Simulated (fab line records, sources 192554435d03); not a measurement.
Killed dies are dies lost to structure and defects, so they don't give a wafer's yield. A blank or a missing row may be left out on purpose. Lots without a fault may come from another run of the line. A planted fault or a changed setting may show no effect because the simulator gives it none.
fab line records | flow n5_finfet | part 1 of 2: steps 1 to 20 of 27
record lots=5 wafers=15 last_day=18
route steps=1938 shown BEOL_M2@861
lots that met no fault: from a run of the same line without faults
start_h: hours from the record's first day to the start of the lot's first wafer shown | wait_h: hours since the lot's step before | " the same as in the row above | L1.1+2: a row that stands for several wafers | - no value, or no start given | * or withheld: withheld | < > ~ a bound
route shown NAME@n: a module of which the file shows steps, and the number in the route of the first | usual: mean/standard deviation of fault-free wafers | same: alike in all rows | chamber/n: place in a boat | sites: the reading at each site | _std_site: their standard deviation | _edge_site: outer sites' mean less inner sites' | radius_mm: how far each site lies from the wafer's centre | mask NAME#n: copy n | behind: the tool/chamber that last shaped the wafer | hold: why the lot was held/for how many hours/how that ended | device: the transistor (n, p or np) that didn't switch | end of line: the same wafers' tests at the end of the route | a step without rows: its recipe alone | killed: dies lost to structure and defects at the first sort, not the wafer's yield | map: a wafer's dies, x killed, . not, _ none there
set.NAME: the setting as run; set.NAME@STEP: as run at that earlier step | model.NAME: the simulator's own value behind a step, which no gauge read
lots at some steps of the route; a table a step, a row a wafer
services: from which hour (start_h, from the record's first day; less than 0 if before it) a tool's chamber was out of use, for how many hours, and why
## steps
# step N5_BEOL_M2_STRIP_65
# recipe chemistry=N2/H2 temp_c=40 n2_flow_sccm=200 h2_flow_sccm=200 rf_frequency_hz=6e+07
# columns lot.wafer tool chamber start_h wait_h
L075.1+3+5 rie_diel-02 1,0,1 139.64 0.1
L077.3+4+6 rie_diel-02 1,0,3 150.71 0.1
L089.1+4+6 rie_diel-03 2,1,0 227.05 0.1
L092.4+5+6 rie_diel-06 0,2,1 242.11 0.0
L096.3+5+6 rie_diel-02 2,0,1 279.59 0.1
# step N5_BEOL_M2_STRIP_75
# recipe chemistry=N2/H2 temp_c=40 n2_flow_sccm=200 h2_flow_sccm=200 rf_frequency_hz=6e+07
# columns lot.wafer tool chamber start_h wait_h
L075.1+3+5 rie_diel-02 1,0,1 139.65 0.0
L077.3+4+6 rie_diel-02 1,0,3 150.72 0.0
L089.1+4+6 rie_diel-03 2,1,0 227.06 0.0
L092.4+5+6 rie_diel-06 0,2,1 242.12 0.0
L096.3+5+6 rie_diel-02 2,0,1 279.60 0.0
# step N5_BEOL_M2_STRIP_66
# recipe chemistry=CF4 resist=SiARC power_w=300 bias_power_w=75 pressure_mtorr=50 cf4_flow_sccm=150 rf_frequency_hz=6e+07
# usual drypump_motor_current_A=5.6/0.47 oes_product_au=0.80/0.059 rf_vpp_V=271.2/1.4 showerhead_plenum_p_Torr=1.80/0.049 throttle_valve_pct=13.51/0.22
# columns lot.wafer tool chamber start_h wait_h drypump_motor_current_A oes_product_au rf_hours_counter_h rf_vpp_V showerhead_plenum_p_Torr throttle_valve_pct
L075.1 rie_diel-02 1 139.66 0.0 5.0 0.87 28 269.2 1.75 13.48
L075.3 " 0 " " 5.4 0.74 143 271.4 1.81 13.79
L075.5 " 1 " " 5.1 0.87 - 268.6 1.75 13.48
L077.3 rie_diel-02 1 150.73 0.0 5.0 0.87 31 270.3 1.75 13.47
L077.4 " 0 " " 5.4 0.73 147 269.6 1.80 13.80
L077.6 " 3 " " 5.4 0.77 - 273.8 1.87 13.68
L089.1 rie_diel-03 2 227.07 0.0 5.6 0.83 47 270.6 1.83 13.20
L089.4 " 1 " " 6.1 0.87 57 270.6 1.83 13.37
L089.6 " 0 " " 5.4 0.80 - 274.1 1.87 13.10
L092.4 rie_diel-06 0 242.14 0.0 6.2 0.83 - 270.4 1.75 13.61
L092.5 " 2 " " 5.4 0.79 - 269.4 1.75 13.65
L092.6 " 1 " " 4.8 0.72 - 269.4 1.71 13.74
L096.3 rie_diel-02 2 279.61 0.0 5.1 0.84 64 269.7 1.74 13.65
L096.5 " 0 " " 5.4 0.70 - 271.2 1.79 13.90
L096.6 " 1 " " 5.0 0.80 - 269.1 1.74 13.57
# step N5_BEOL_M2_HM_OPEN_17
# recipe chemistry=Cl2/BCl3 target_depth_a=200 overetch_a=60 target=TiN mask_material=SOC ion_energy_ev=150 pressure_mtorr=10 icp_w=1000 bias_w=126 Cl2_flow_sccm=53.25 bcl3_flow_sccm=21.75 Ar_flow_sccm=25
# usual bcl3_flow_sccm=21.75/0.065 drypump_motor_current_A=5.8/0.45 oes_product_au=0.67/0.087 throttle_valve_pct=22.17/0.16
# columns lot.wafer tool chamber start_h wait_h bcl3_flow_sccm drypump_motor_current_A oes_product_au rf_hours_counter_h throttle_valve_pct
L075.1 rie_metal-02 1 139.70 0.0 21.66 5.6 0.81 1 22.14
L075.3 " 0 " " 21.76 6.1 0.64 - 22.19
L075.5 " 1 " " 21.71 5.6 0.79 - 22.16
L077.3 rie_metal-02 0 150.80 0.1 21.87 6.1 0.63 - 22.23
L077.4 " 1 " " 21.66 5.6 0.79 - 22.15
L077.6 " 1 " " 21.72 5.6 0.78 - 22.16
L089.1 rie_metal-01 0 227.11 0.0 21.71 6.2 0.76 11 22.05
L089.4 " 0 " " 21.69 6.2 0.76 - 22.04
L089.6 " 1 " " 21.66 5.8 0.54 - 22.40
L092.4 rie_metal-01 1 242.20 0.1 21.81 5.8 0.55 - 22.39
L092.5 " 1 " " 21.80 5.8 0.54 - 22.40
L092.6 " 0 " " 21.71 6.2 0.75 - 22.04
L096.3 rie_metal-01 0 279.69 0.1 21.77 6.2 0.74 - 22.05
L096.5 " 1 " " 21.73 5.8 0.54 - 22.40
L096.6 " 0 " " 21.77 6.1 0.73 - 22.06
# step N5_BEOL_M2_STRIP_19
# recipe chemistry=O2 power_w=400 temp_c=40 pressure_mtorr=30 rf_frequency_hz=6e+07 bias_power_w=0 overash_fraction=0.2 o2_flow_sccm=225
# usual drypump_motor_current_A=5.5/0.45 oes_product_au=0.81/0.062 rf_vpp_V=3.7/0.47 showerhead_plenum_p_Torr=2.10/0.064 throttle_valve_pct=16.62/0.22
# columns lot.wafer tool chamber start_h wait_h drypump_motor_current_A oes_product_au rf_hours_counter_h rf_vpp_V showerhead_plenum_p_Torr throttle_valve_pct
L075.1 rie_diel-02 1 139.85 0.1 5.1 0.88 28 4.1 2.04 16.58
L075.3 " 0 " " 5.4 0.74 143 3.8 2.08 16.73
L075.5 " 2 " " 5.1 0.93 - 3.4 2.05 16.74
L077.3 rie_diel-02 2 150.88 0.1 5.1 0.92 19 4.3 2.05 16.75
L077.4 " 3 " " 5.4 0.79 138 4.0 2.21 16.81
L077.6 " 1 " " 5.0 0.88 - 3.5 2.04 16.60
L089.1 rie_diel-03 1 227.22 0.1 6.1 0.85 57 3.8 2.14 16.43
L089.4 " 2 " " 5.6 0.84 47 4.3 2.13 16.29
L089.6 " 2 " " 5.6 0.85 - 3.5 2.13 16.28
L092.4 rie_diel-02 0 242.28 0.1 5.4 0.71 177 3.6 2.07 16.80
L092.5 " 0 " " 5.4 0.72 - 4.2 2.07 16.80
L092.6 " 3 " " 5.4 0.76 - 3.1 2.19 16.88
L096.3 rie_diel-06 2 279.78 0.1 5.4 0.75 131 3.4 2.01 16.64
L096.5 " 3 " " 6.6 0.75 - 3.3 2.11 16.88
L096.6 " 2 " " 5.5 0.77 - 3.4 2.01 16.63
# step N5_BEOL_M2_CD_MEAS_18
# recipe pitch_nm=36 target_cd_nm=18
# usual cd_nm=18.1/0.31
# columns lot.wafer tool chamber start_h wait_h cd_nm
L075.1 cd_sem-03 - 139.92 0.0 17.9
L075.3 " - " " 18.8
L075.5 " - " " 17.7
L077.3 cd_sem-02 - 150.96 0.1 17.7
L077.4 " - " " 18.0
L077.6 " - " " 18.5
L089.1 cd_sem-01 - 227.29 0.0 18.1
L089.4 " - " " 18.2
L089.6 " - " " 18.3
L092.4 cd_sem-01 - 242.36 0.1 18.3
L092.5 " - " " 18.4
L092.6 " - " " 18.3
L096.3 cd_sem-01 - 279.85 0.1 18.1
L096.5 " - " " 18.0
L096.6 " - " " 18.4
# step N5_BEOL_M2_COAT_67
# recipe resist=SOC temp_c=250 time_s=60 spin_rpm=1500 resist_thk_nm=60
# usual chill_plate_temp_C=23.01/0.11 heater_power_total_W=500.6/1.8
# columns lot.wafer tool chamber start_h wait_h chill_plate_temp_C heater_power_total_W
L075.1 litho_track-03 0 139.95 0.0 23.08 503.2
L075.3 " 0 " " 22.98 498.1
L075.5 " 0 " " 22.96 498.3
L077.3 litho_track-03 0 150.99 0.0 22.94 502.5
L077.4 " 0 " " 22.86 503.4
L077.6 " 0 " " 23.11 502.5
L089.1 litho_track-05 0 227.33 0.0 22.95 502.8
L089.4 " 0 " " 23.05 499.3
L089.6 " 0 " " 23.11 502.2
L092.4 litho_track-05 0 242.39 0.0 23.07 498.0
L092.5 " 0 " " 23.07 501.7
L092.6 " 0 " " 23.01 499.5
L096.3 litho_track-05 0 279.88 0.0 22.74 502.1
L096.5 " 0 " " 23.02 498.0
L096.6 " 0 " " 22.91 502.9
# step N5_BEOL_M2_COAT_68
# recipe resist=SiARC temp_c=220 time_s=60 spin_rpm=1500 resist_thk_nm=12
# usual chill_plate_temp_C=23.03/0.12 heater_power_total_W=427.6/2.1
# columns lot.wafer tool chamber start_h wait_h chill_plate_temp_C heater_power_total_W
L075.1 litho_track-03 0 - - 23.16 427.4
L075.3 " 0 " " 23.15 427.5
L075.5 " 0 " " 23.14 424.1
L077.3 litho_track-03 0 - - 23.07 428.6
L077.4 " 0 " " 22.89 424.2
L077.6 " 0 " " 22.86 430.5
L089.1 litho_track-05 0 - - 23.19 428.7
L089.4 " 0 " " 23.20 425.5
L089.6 " 0 " " 23.14 424.7
L092.4 litho_track-05 0 - - 22.86 430.5
L092.5 " 0 " " 22.71 427.4
L092.6 " 0 " " 22.92 428.7
L096.3 litho_track-05 0 - - 23.14 426.1
L096.5 " 0 " " 22.99 427.8
L096.6 " 0 " " 23.02 426.2
# step N5_BEOL_M2_COAT_76
# recipe resist=underlayer temp_c=205 time_s=60 spin_rpm=1500 resist_thk_nm=5
# usual chill_plate_temp_C=23.01/0.11 heater_power_total_W=391.8/1.3
# columns lot.wafer tool chamber start_h wait_h chill_plate_temp_C heater_power_total_W
L075.1 litho_track-03 0 - - 23.12 391.9
L075.3 " 0 " " 22.78 389.6
L075.5 " 0 " " 22.88 392.0
L077.3 litho_track-03 0 - - 23.12 390.9
L077.4 " 0 " " 23.24 390.5
L077.6 " 0 " " 23.22 392.1
L089.1 litho_track-05 0 - - 23.12 392.5
L089.4 " 0 " " 23.18 391.3
L089.6 " 0 " " 23.00 390.9
L092.4 litho_track-05 0 - - 23.02 393.1
L092.5 " 0 " " 22.86 393.8
L092.6 " 0 " " 23.06 390.1
L096.3 litho_track-05 0 - - 23.23 389.7
L096.5 " 0 " " 23.03 393.0
L096.6 " 0 " " 22.95 393.2
# step N5_BEOL_M2_COAT_22
# recipe resist=CAR-EUV spin_rpm=1500 resist_thk_nm=30
# usual chill_plate_temp_C=23.00/0.11
# columns lot.wafer tool chamber start_h wait_h chill_plate_temp_C
L075.1 litho_track-03 0 - - 22.86
L075.3 " 0 " " 22.96
L075.5 " 0 " " 22.82
L077.3 litho_track-03 0 - - 22.98
L077.4 " 0 " " 23.07
L077.6 " 0 " " 23.03
L089.1 litho_track-05 0 - - 22.99
L089.4 " 0 " " 23.06
L089.6 " 0 " " 23.01
L092.4 litho_track-05 0 - - 22.97
L092.5 " 0 " " 22.94
L092.6 " 0 " " 22.83
L096.3 litho_track-05 0 - - 23.01
L096.5 " 0 " " 23.04
L096.6 " 0 " " 23.05
# step N5_BEOL_M2_EBR_24
# recipe solvent=PGMEA ebr_width_mm=1.5
# usual chill_plate_temp_C=23.00/0.1
# columns lot.wafer tool chamber start_h wait_h chill_plate_temp_C
L075.1 litho_track-03 0 - - 22.84
L075.3 " 0 " " 22.91
L075.5 " 0 " " 22.93
L077.3 litho_track-03 0 - - 23.25
L077.4 " 0 " " 23.18
L077.6 " 0 " " 22.95
L089.1 litho_track-05 0 - - 22.98
L089.4 " 0 " " 23.02
L089.6 " 0 " " 23.10
L092.4 litho_track-05 0 - - 22.93
L092.5 " 0 " " 23.11
L092.6 " 0 " " 23.07
L096.3 litho_track-05 0 - - 23.01
L096.5 " 0 " " 22.93
L096.6 " 0 " " 22.95
# step N5_BEOL_M2_SOFTBAKE_23
# recipe temp_c=110 time_s=60 resist=CAR-EUV
# usual chill_plate_temp_C=23.00/0.11 heater_power_total_W=175.4/1.6
# columns lot.wafer tool chamber start_h wait_h chill_plate_temp_C heater_power_total_W
L075.1 litho_track-03 0 - - 23.02 173.1
L075.3 " 0 " " 22.96 177.3
L075.5 " 0 " " 23.08 174.0
L077.3 litho_track-03 0 - - 22.93 176.2
L077.4 " 0 " " 22.95 177.6
L077.6 " 0 " " 22.69 175.2
L089.1 litho_track-05 0 - - 23.04 177.4
L089.4 " 0 " " 22.91 177.5
L089.6 " 0 " " 23.01 175.1
L092.4 litho_track-05 0 - - 23.15 175.7
L092.5 " 0 " " 22.90 176.6
L092.6 " 0 " " 23.00 177.5
L096.3 litho_track-05 0 - - 23.18 176.1
L096.5 " 0 " " 23.06 174.2
L096.6 " 0 " " 23.12 177.5
# step N5_BEOL_M2_EXPOSE_25
# recipe mask_id=V1 na=0.33 source_shape=quasar sigma_inner=0.2 sigma_outer=0.8 polarization=unpolarized defocus_nm=5 dose_mj=63
# columns lot.wafer tool chamber start_h wait_h mask
L075.1+3+5 euv_scanner-02 0 140.21 - V1#0
L077.3+4+6 euv_scanner-02 0 151.27 - V1#0
L089.1+4+6 euv_scanner-02 0 227.47 - V1#0
L092.4+5+6 euv_scanner-01 0 242.68 - V1#0
L096.3+5+6 euv_scanner-02 0 280.16 - V1#0
# step N5_BEOL_M2_PEB_26
# recipe peb_temp_c=100 peb_time_s=60 resist=CAR-EUV
# usual chill_plate_temp_C=23.04/0.12 heater_power_total_W=153.9/1
# columns lot.wafer tool chamber start_h wait_h chill_plate_temp_C heater_power_total_W
L075.1 litho_track-05 0 140.29 0.1 22.79 154.9
L075.3 " 0 " " 22.94 153.7
L075.5 " 0 " " 22.79 154.3
L077.3 litho_track-02 0 151.33 0.1 23.11 154.2
L077.4 " 0 " " 22.98 154.5
L077.6 " 0 " " 23.00 154.7
L089.1 litho_track-03 0 227.54 0.1 23.06 155.5
L089.4 " 0 " " 22.99 153.2
L089.6 " 0 " " 23.00 153.0
L092.4 litho_track-05 0 242.73 0.0 22.96 152.9
L092.5 " 0 " " 22.90 152.4
L092.6 " 0 " " 23.13 155.7
L096.3 litho_track-05 0 280.23 0.1 23.09 153.2
L096.5 " 0 " " 23.19 154.3
L096.6 " 0 " " 23.08 152.5
# step N5_BEOL_M2_DEVELOP_27
# recipe develop_time_s=30 developer=TMAH resist=CAR-EUV rinse_liquid=surfactant_rinse dry=air_spin dev_temp_c=23
# usual chill_plate_temp_C=23.00/0.12
# columns lot.wafer tool chamber start_h wait_h chill_plate_temp_C
L075.1 litho_track-05 0 - - 23.02
L075.3 " 0 " " 23.08
L075.5 " 0 " " 23.12
L077.3 litho_track-02 0 - - 22.96
L077.4 " 0 " " 23.00
L077.6 " 0 " " 22.73
L089.1 litho_track-03 0 - - 23.04
L089.4 " 0 " " 23.14
L089.6 " 0 " " 23.05
L092.4 litho_track-05 0 - - 22.89
L092.5 " 0 " " 22.97
L092.6 " 0 " " 22.97
L096.3 litho_track-05 0 - - 23.25
L096.5 " 0 " " 23.07
L096.6 " 0 " " 23.16
# step N5_BEOL_M2_CD_MEAS_28
# recipe target_cd_nm=26.2 landing_energy_ev=500 detector=se_inlens target_cd_y_nm=24.1 polarity=opening
# usual cd_nm=26.15/0.24
# columns lot.wafer tool chamber start_h wait_h cd_nm
L075.1 cd_sem-03 0 140.36 - 26.08
L075.3 " 0 " " 26.15
L075.5 " 0 " " 25.97
L077.3 cd_sem-01 0 151.40 - 25.85
L077.4 " 0 " " 25.94
L077.6 " 0 " " 25.57
L089.1 cd_sem-01 0 227.61 - 26.37
L089.4 " 0 " " 26.34
L089.6 " 0 " " 26.15
L092.4 cd_sem-03 0 242.80 - 26.24
L092.5 " 0 " " 26.35
L092.6 " 0 " " 26.31
L096.3 cd_sem-03 0 280.29 - 26.49
L096.5 " 0 " " 26.28
L096.6 " 0 " " 26.44
# step N5_BEOL_M2_OVL_MEAS_29
# recipe points_per_wafer=522
# usual V1_OVL=0.5/0.69
# columns lot.wafer tool chamber start_h wait_h V1_OVL[nm]
L075.1 overlay-02 0 140.39 0.0 0.1
L075.3 " 0 " " 0.7
L075.5 " 0 " " 1.1
L077.3 overlay-02 0 151.44 0.0 1.4
L077.4 " 0 " " 0.8
L077.6 " 0 " " 1.2
L089.1 overlay-01 0 227.64 0.0 1.5
L089.4 " 0 " " 0.9
L089.6 " 0 " " 1.3
L092.4 overlay-02 0 242.84 0.0 1.1
L092.5 " 0 " " 0.4
L092.6 " 0 " " 1.7
L096.3 overlay-02 0 280.33 0.0 0.7
L096.5 " 0 " " 0.2
L096.6 " 0 " " 0.1
# step N5_BEOL_M2_INSPECT_30
# recipe mode=adi inspect_instrument=brightfield
# usual raw_defect_count=416/87
# columns lot.wafer tool chamber start_h wait_h raw_defect_count
L075.1 defect_inspect-02 - 140.45 0.1 446
L075.3 " - " " 346
L075.5 " - " " 457
L077.3 defect_inspect-02 - 151.49 0.0 399
L077.4 " - " " 393
L077.6 " - " " 350
L089.1 defect_inspect-01 - 227.70 0.1 327
L089.4 " - " " 400
L089.6 " - " " 348
L092.4 defect_inspect-01 - 242.89 0.0 272
L092.5 " - " " 367
L092.6 " - " " 235
L096.3 defect_inspect-02 - 280.38 0.0 374
L096.5 " - " " 364
L096.6 " - " " 407
# step N5_BEOL_M2_DESCUM_33
# recipe chemistry=O2 time_s=7 source_power_w=50 bias_power_w=20 pressure_mtorr=20 rf_frequency_hz=2.712e+07 temp_c=40 resist=CAR-EUV o2_flow_sccm=225
# usual drypump_motor_current_A=5.6/0.5 oes_product_au=0.81/0.056 rf_vpp_V=243.3/1.2 showerhead_plenum_p_Torr=2.10/0.066 throttle_valve_pct=20.35/0.25
# columns lot.wafer tool chamber start_h wait_h drypump_motor_current_A oes_product_au rf_hours_counter_h rf_vpp_V showerhead_plenum_p_Torr throttle_valve_pct
L075.1 rie_diel-06 3 140.48 0.0 6.6 0.81 79 244.6 2.12 20.61
L075.3 " 1 " " 4.8 0.75 150 243.0 2.03 20.71
L075.5 " 0 " " 6.2 0.89 - 242.7 2.04 20.41
L077.3 rie_diel-03 1 151.52 0.0 6.1 0.90 35 244.4 2.14 20.17
L077.4 " 3 " " 6.0 0.77 126 243.1 2.09 20.13
L077.6 " 0 " " 5.5 0.84 - 244.8 2.22 19.97
L089.1 rie_diel-03 2 227.74 0.0 5.6 0.84 47 244.5 2.13 20.04
L089.4 " 3 " " 6.0 0.75 149 243.4 2.08 20.15
L089.6 " 3 " " 6.0 0.75 - 243.3 2.08 20.15
L092.4 rie_diel-06 1 242.92 0.0 4.8 0.72 186 242.2 2.02 20.76
L092.5 " 2 " " 5.4 0.79 - 241.3 2.01 20.37
L092.6 " 3 " " 6.6 0.77 - 243.4 2.11 20.66
L096.3 rie_diel-06 1 280.41 0.0 4.8 0.70 198 240.4 2.01 20.77
L096.5 " 3 " " 6.6 0.75 - 243.7 2.11 20.66
L096.6 " 0 " " 6.2 0.82 - 242.5 2.02 20.48
# step N5_BEOL_M2_ETCH_77
# recipe chemistry=N2/H2 target=underlayer target_depth_a=65 mask_material=CAR-EUV time_s=5.2 ion_energy_ev=200 pressure_mtorr=30 source_w=840 bias_w=150 n2_flow_sccm=200 h2_flow_sccm=200 ends=cleared
# usual drypump_motor_current_A=5.6/0.5 etch_rf_on_time_s=5.25/0.13 oes_product_au=0.69/0.048 rf_vpp_V=524.1/2.4 showerhead_plenum_p_Torr=2.54/0.078 throttle_valve_pct=17.74/0.28
# columns lot.wafer tool chamber start_h wait_h drypump_motor_current_A etch_rf_on_time_s oes_product_au rf_hours_counter_h rf_vpp_V showerhead_plenum_p_Torr throttle_valve_pct
L075.1 rie_diel-06 3 140.52 0.0 6.6 5.08 0.69 79 522.8 2.58 18.09
L075.3 " 1 " " 4.9 5.09 0.65 150 519.9 2.42 17.87
L075.5 " 0 " " 6.2 5.23 0.76 - 521.4 2.49 17.75
L077.3 rie_diel-03 1 151.55 0.0 6.1 5.30 0.78 35 527.3 2.59 17.54
L077.4 " 3 " " 6.0 5.12 0.65 126 525.8 2.55 17.72
L077.6 " 0 " " 5.5 5.18 0.72 - 529.5 2.68 17.26
L089.1 rie_diel-03 2 227.77 0.0 5.6 5.25 0.72 47 527.5 2.58 17.32
L089.4 " 3 " " 6.0 5.15 0.63 149 524.2 2.54 17.77
L089.6 " 3 " " 6.0 5.16 0.63 - 525.4 2.54 17.75
L092.4 rie_diel-06 1 242.95 0.0 4.8 5.22 0.61 186 519.8 2.41 17.92
L092.5 " 2 " " 5.4 5.46 0.67 - 523.9 2.45 17.70
L092.6 " 3 " " 6.6 5.13 0.67 - 522.6 2.57 18.14
L096.3 rie_diel-06 1 280.45 0.0 4.8 5.19 0.62 198 522.3 2.40 17.93
L096.5 " 3 " " 6.6 5.17 0.66 - 522.2 2.56 18.15
L096.6 " 0 " " 6.2 5.20 0.70 - 523.8 2.47 17.85
